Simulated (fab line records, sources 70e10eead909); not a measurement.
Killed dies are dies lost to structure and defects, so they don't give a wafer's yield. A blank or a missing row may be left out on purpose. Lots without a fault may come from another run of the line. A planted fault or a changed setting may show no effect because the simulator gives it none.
Chamber matching | flow nand_harc | NHARC_A_M0_DESCUM_14 on rie_diel-04: 4 sister chambers
The step chemistry O2, time 3 s. 20 wafers are shown with their chamber, then 10 later ones without.

WAFERS WITH THEIR CHAMBER
wafer  | chamber | showerhead_plenum_p_Torr (Torr) | drypump_motor_current_A (A) | oes_product_au (a.u.)
L074.1 | 1       | 2.06                            | 6.4                         | 0.981
L074.3 | 2       | 1.91                            | 5.8                         | 0.999
L074.5 | 3       | 1.80                            | 5.4                         | 0.984
L082.2 | 3       | 1.80                            | 5.4                         | 0.987
L082.5 | 2       | 1.91                            | 5.8                         | 1.000
L082.6 | 1       | 2.05                            | 6.4                         | 0.982
L079.3 | 2       | 1.91                            | 5.7                         | 1.012
L079.4 | 0       | 1.89                            | 5.1                         | 0.997
L079.6 | 0       | 1.89                            | 5.1                         | 0.986
L085.2 | 3       | 1.80                            | 5.4                         | 0.978
L085.3 | 2       | 1.91                            | 5.7                         | 0.996
L085.6 | 1       | 2.05                            | 6.4                         | 0.985
L086.2 | 2       | 1.91                            | 5.7                         | 1.000
L086.3 | 3       | 1.80                            | 5.4                         | 0.992
L086.5 | 2       | 1.91                            | 5.8                         | 0.998
L083.4 | 3       | 1.80                            | 5.4                         | 0.993
L083.5 | 0       | 1.89                            | 5.1                         | 0.995
L083.6 | 3       | 1.80                            | 5.4                         | 0.989
L090.4 | 2       | 1.91                            | 5.7                         | 0.979
L090.5 | 0       | 1.89                            | 5.2                         | 0.981

SIGNATURES (means of the wafers above)
reading                  | chamber 0 | chamber 1 | chamber 2 | chamber 3 | scatter within a chamber
showerhead_plenum_p_Torr | 1.8900    | 2.0533    | 1.9100    | 1.8000    | 0.00204
drypump_motor_current_A  | 5.125     | 6.400     | 5.743     | 5.400     | 0.0392
oes_product_au           | 0.98975   | 0.98267   | 0.99771   | 0.98717   | 0.00752
Rule: a wafer's distance from a chamber is the root of the sum, over the readings, of the square of ((its reading less the chamber's mean) divided by the reading's scatter). The wafer belongs to the nearest chamber; if the next one is less than 2 further off, it can't be placed. The scatter: the root of (the sum of the squares of (reading less its chamber's mean) over the shown wafers, divided by (wafers less chambers)).

WAFERS WITHOUT THEIR CHAMBER
wafer  | showerhead_plenum_p_Torr (Torr) | drypump_motor_current_A (A) | oes_product_au (a.u.)
L090.6 | 2.05                            | 6.4                         | 0.996
L092.4 | 1.80                            | 5.4                         | 0.987
L092.5 | 1.91                            | 5.8                         | 0.983
L092.6 | 1.80                            | 5.4                         | 0.978
L093.1 | 1.89                            | 5.2                         | 0.982
L093.2 | 1.80                            | 5.4                         | 0.984
L093.3 | 1.91                            | 5.7                         | 0.986
L091.2 | 1.91                            | 5.8                         | 0.984
L091.4 | 1.89                            | 5.1                         | 0.988
L091.5 | 1.91                            | 5.8                         | 0.995

WHICH CHAMBER EACH WENT THROUGH
wafer  | from the rows above | in truth
L090.6 | 1                   | 1
L092.4 | 3                   | 3
L092.5 | 2                   | 2
L092.6 | 3                   | 3
L093.1 | 0                   | 0
L093.2 | 3                   | 3
L093.3 | 2                   | 2
L091.2 | 2                   | 2
L091.4 | 0                   | 0
L091.5 | 2                   | 2
Placed correctly: 10 of 10. Can't be placed from these rows: 0. Placed wrongly: 0.
